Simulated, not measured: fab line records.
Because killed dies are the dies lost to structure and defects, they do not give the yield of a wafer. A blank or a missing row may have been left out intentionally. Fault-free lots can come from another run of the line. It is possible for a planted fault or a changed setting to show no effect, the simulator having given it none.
Matching of chambers / flow n5Finfet / N5_STI_FIN_REVEAL_ALD_14 on aldSin-02: 4 sister chambers
The step deposits Si3N4, target thk 3 nm. 8 wafers are shown with their chamber, then 7 later ones without.

## EACH WAFER AND ITS CHAMBER
wafer=L074.2; chamber=3; heaterPowerW (W)=767
wafer=L082.6; chamber=1; heaterPowerW (W)=794
wafer=L085.1; chamber=3; heaterPowerW (W)=771
wafer=L085.2; chamber=0; heaterPowerW (W)=797
wafer=L090.1; chamber=0; heaterPowerW (W)=780
wafer=L090.3; chamber=1; heaterPowerW (W)=776
wafer=L091.1; chamber=2; heaterPowerW (W)=914
wafer=L091.5; chamber=2; heaterPowerW (W)=915

## WAFERS WITHOUT THEIR CHAMBER
wafer=L091.6; heaterPowerW (W)=744
wafer=L095.1; heaterPowerW (W)=780
wafer=L095.4; heaterPowerW (W)=935
wafer=L095.6; heaterPowerW (W)=926
wafer=L097.2; heaterPowerW (W)=759
wafer=L097.5; heaterPowerW (W)=797
wafer=L097.6; heaterPowerW (W)=794

## CHAMBER TAKEN BY EACH
wafer=L091.6; from the rows above=can't be placed: 3 or 1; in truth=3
wafer=L095.1; from the rows above=can't be placed: 1 or 0 or 3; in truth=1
wafer=L095.4; from the rows above=2; in truth=2
wafer=L095.6; from the rows above=2; in truth=2
wafer=L097.2; from the rows above=can't be placed: 3 or 1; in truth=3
wafer=L097.5; from the rows above=can't be placed: 0 or 1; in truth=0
wafer=L097.6; from the rows above=can't be placed: 0 or 1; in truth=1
Correctly placed: 2 of 7. Can't be placed from these rows: 5 (the true chamber is among the candidates in 5). Number placed wrongly: 0.
How it was worked out, from the rows above alone: a wafer's distance from a chamber is the root of the sum, over the readings, of the square of ((its reading less the chamber's mean) divided by the reading's scatter). If the next closest chamber is less than 2 further off than the closest, the wafer can't be placed; otherwise it belongs to the closest. A chamber's mean is the mean of its shown wafers. How the scatter is found: for the shown wafers, subtract from each reading the mean of its chamber, square and add these, divide the total by (wafers less chambers), then take the root.
